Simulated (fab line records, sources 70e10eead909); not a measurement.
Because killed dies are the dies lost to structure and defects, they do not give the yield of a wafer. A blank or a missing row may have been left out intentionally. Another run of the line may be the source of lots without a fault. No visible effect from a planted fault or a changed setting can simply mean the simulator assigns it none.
Chamber matching / flow nandHarc / rieSi-02 running NHARC_P_GATE_ETCH_32: 4 sister chambers
The step etches the open film in HBr/Cl2, target depth 150 nm, time 100.1 s. 4 wafers are shown with their chamber, then 7 later ones without.

== EACH WAFER AND ITS CHAMBER ==
wafer=L085.4; chamber=1; drypumpMotorCurrentA (A)=5.7
wafer=L086.6; chamber=0; drypumpMotorCurrentA (A)=5.3
wafer=L087.2; chamber=2; drypumpMotorCurrentA (A)=5.5
wafer=L087.4; chamber=3; drypumpMotorCurrentA (A)=4.9

== WAFERS WITHOUT THEIR CHAMBER ==
wafer=L087.5; drypumpMotorCurrentA (A)=5.3
wafer=L095.2; drypumpMotorCurrentA (A)=5.7
wafer=L095.3; drypumpMotorCurrentA (A)=4.9
wafer=L095.6; drypumpMotorCurrentA (A)=5.6
wafer=L097.3; drypumpMotorCurrentA (A)=5.3
wafer=L097.4; drypumpMotorCurrentA (A)=5.7
wafer=L097.6; drypumpMotorCurrentA (A)=5.7

== WHICH CHAMBER EACH ONE RAN IN ==
wafer=L087.5; from the rows above=0; in truth=0
wafer=L095.2; from the rows above=1; in truth=1
wafer=L095.3; from the rows above=3; in truth=3
wafer=L095.6; from the rows above=can't be placed: 2 or 1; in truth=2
wafer=L097.3; from the rows above=0; in truth=0
wafer=L097.4; from the rows above=1; in truth=1
wafer=L097.6; from the rows above=1; in truth=1
6 of 7 placed correctly. From these rows, 1 cannot be placed; in 1 the true chamber is one of the candidates. Wrongly placed: 0.
How it was worked out, from the rows above alone: a wafer's distance from a chamber is the root of the sum, over the readings, of the square of ((its reading less the chamber's mean) divided by the reading's scatter). If the next closest chamber is less than 2 further off than the closest, the wafer can't be placed; otherwise it belongs to the closest. Each chamber's mean is taken over the wafers shown for it. The scatter: root of mean squared gap, hidden wafer to nearest shown wafer, with one shown wafer a chamber.
